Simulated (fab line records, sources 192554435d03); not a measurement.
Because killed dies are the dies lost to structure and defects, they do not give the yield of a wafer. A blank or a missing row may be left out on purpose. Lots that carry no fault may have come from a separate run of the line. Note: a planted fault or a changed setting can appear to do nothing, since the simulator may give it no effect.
A lot that was struck, set against a sound lot | flow n5_finfet | 38 out of 1938 route steps
Sound: the wafers L427.3, L427.5, L427.6. The struck wafers were L431.2, L431.4, L431.6. Last of all comes the cause.
Per side, at each step with rows, come the tool, then ch with its chambers, and then its first start. Under that, the readings that differ: sound wafers | struck wafers | difference of the means | sigmas: that difference in standard deviations of wafers without a fault.
alike: a reading whose means differ by less than 2 such deviations, as well as words and numbers matching on both sides. not compared: withheld readings; readings where some wafer has no value; bounds like >300 that might hide an equal value; numbers whose values overlap and for which the record gives no deviation.
A row with sigmas, a row that says differs or no value, or rows on one side alone: a step with any of these is where the two part. Numbers that don't overlap but have no deviation are shown without sigmas and don't part them. Lack of a reading on every wafer of one side parts them only where that side has two or more wafers.

first, 12 steps without rows for these wafers: N5_MOL_CONTACT_COAG_ETCH_66 (etches SiARC in CF4, target depth 13 nm, time 21.7 s); N5_MOL_CONTACT_COAG_ALD_133 (deposits SiO2, target thk 5 nm, pulse time 1 s, co reactant pulse time 1 s); N5_MOL_CONTACT_COAG_ETCHBACK_134 (etches SiO2 in CHF3, target depth 10 nm, time 6.7 s); N5_MOL_CONTACT_COAG_ETCH_67 (etches SOC in N2/H2, target depth 60 nm, overetch 21 nm, time 101.2 s); N5_MOL_CONTACT_COAG_STRIP_68 (strips in N2/H2); N5_MOL_CONTACT_COAG_STRIP_69 (strips in N2/H2); N5_MOL_CONTACT_COAG_ETCHBACK_136 (etches SiO2 in CHF3, target depth 25 nm, time 16.7 s); N5_MOL_CONTACT_COAG_STRIP_120 (strips in CHF3); N5_MOL_CONTACT_COAG_VIA_ETCH_117 (etches SiO2 in C4F6/O2, target depth 40 nm, overetch 8 nm, time 26 s); N5_MOL_CONTACT_COAG_ETCH_124 (etches SiNx in CH3F/O2, stops on SiOC, target depth 6.5 nm); N5_MOL_CONTACT_COAG_ETCH_48 (etches SiOC in C4F6/O2, target depth 15 nm, overetch 4.5 nm, time 17 s); N5_MOL_CONTACT_COAG_STRIP_72 (strips in N2/H2).
N5_MOL_CONTACT_COAG_STRIP_49: strips in N2/H2, time 30 s.
  sound on plasma_asher-02 ch 0,1, day 6 22:05; struck on plasma_asher-02 ch 0,1, day 8 00:49
  alike: drypump_motor_current_A, h2_flow_sccm, heater_power_w
  not compared: rf_hours_counter_h
then, 24 steps without rows for these wafers: N5_MOL_CONTACT_COAG_PRECLEAN_138 (cleans in alkaline clean, time 60 s); N5_MOL_CONTACT_COAG_SRD_139 (time 30 s); N5_MOL_CONTACT_COAG_PRE_CLEAN_121; N5_MOL_CONTACT_COAG_CVD_140 (deposits W, target thk 66.5 nm, time 215 s); N5_MOL_CONTACT_COAG_PRECLEAN_127 (cleans in DIW, time 57.5 s); N5_MOL_CONTACT_COAG_SRD_128 (dry time 32 s); N5_MOL_CONTACT_COAG_CMP_52 (polishes, stops on SiO2, t overpolish 1.5 s, target thk 66.5 nm); N5_MOL_CONTACT_COAG_ANNEAL_112 (time 1800 s); N5_BEOL_M0_SAQP_PECVD_00 (deposits SiCN from 3MS/NH3, target thk 8 nm, time 14 s); N5_BEOL_M0_SAQP_ILD_DEP_01 (deposits SiOC from DEMS/O2, target thk 45.419 nm, time 8.7 s); N5_BEOL_M0_SAQP_HM_DEP_02 (deposits TiN, target thk 12 nm); N5_BEOL_M0_SAQP_PECVD_03 (deposits SiCN from 3MS/NH3, target thk 12 nm, time 21.1 s); N5_BEOL_M0_SAQP_PECVD_96 (deposits a-Si from SiH4/He, target thk 45 nm, time 45.2 s); N5_BEOL_M0_SAQP_PECVD_97 (deposits SiNx from SiH4/NH3/N2, target thk 23 nm, time 19.9 s); N5_BEOL_M0_SAQP_PECVD_04 (deposits a-Si from SiH4/He, target thk 60 nm, time 60.2 s); N5_BEOL_M0_SAQP_HM_DEP_111 (deposits SiO2 from SiH4/N2O, target thk 12 nm, time 7.2 s); N5_BEOL_M0_SAQP_COAT_81 (time 60 s, resist thk 100 nm); N5_BEOL_M0_SAQP_COAT_82 (time 60 s, resist thk 30 nm); N5_BEOL_M0_SAQP_COAT_08 (resist thk 90 nm); N5_BEOL_M0_SAQP_EBR_10; N5_BEOL_M0_SAQP_SOFTBAKE_09 (time 60 s); N5_BEOL_M0_SAQP_EXPOSE_11 (exposes mask M0 CORE, target cd 42 nm); N5_BEOL_M0_SAQP_PEB_12 (peb time 60 s); N5_BEOL_M0_SAQP_DEVELOP_13 (develop time 30 s).
-- the record jumps here: 7 days lie between the struck wafers' starts before and after (it left off in module BEOL_M0_SAQP and takes up again in module PASSIVATION, whose first step shown is number 1936 of the route) --
N5_PASSIVATION_PROBE_49:
  sound on prober-01, day 14 10:44; struck on prober-01, day 15 11:58
  reading            | sound     | struck      | difference | sigmas
  killed_at_contacts | 16 13 19  | 120 126 95  | +98        | +16
  killed_dies        | 111 92 74 | 200 202 202 | +109       | +6
  killed_on_rim      | 12 10 13  | 21 28 36    | +17        | +4
  alike: killed_at_M0_to_M3, killed_at_M4_up, killed_at_front_end, killed_at_other, killed_open, killed_short

## WHERE THEY PART
Only at N5_PASSIVATION_PROBE_49, as far as this record shows.

WHY: the cause the simulator had injected
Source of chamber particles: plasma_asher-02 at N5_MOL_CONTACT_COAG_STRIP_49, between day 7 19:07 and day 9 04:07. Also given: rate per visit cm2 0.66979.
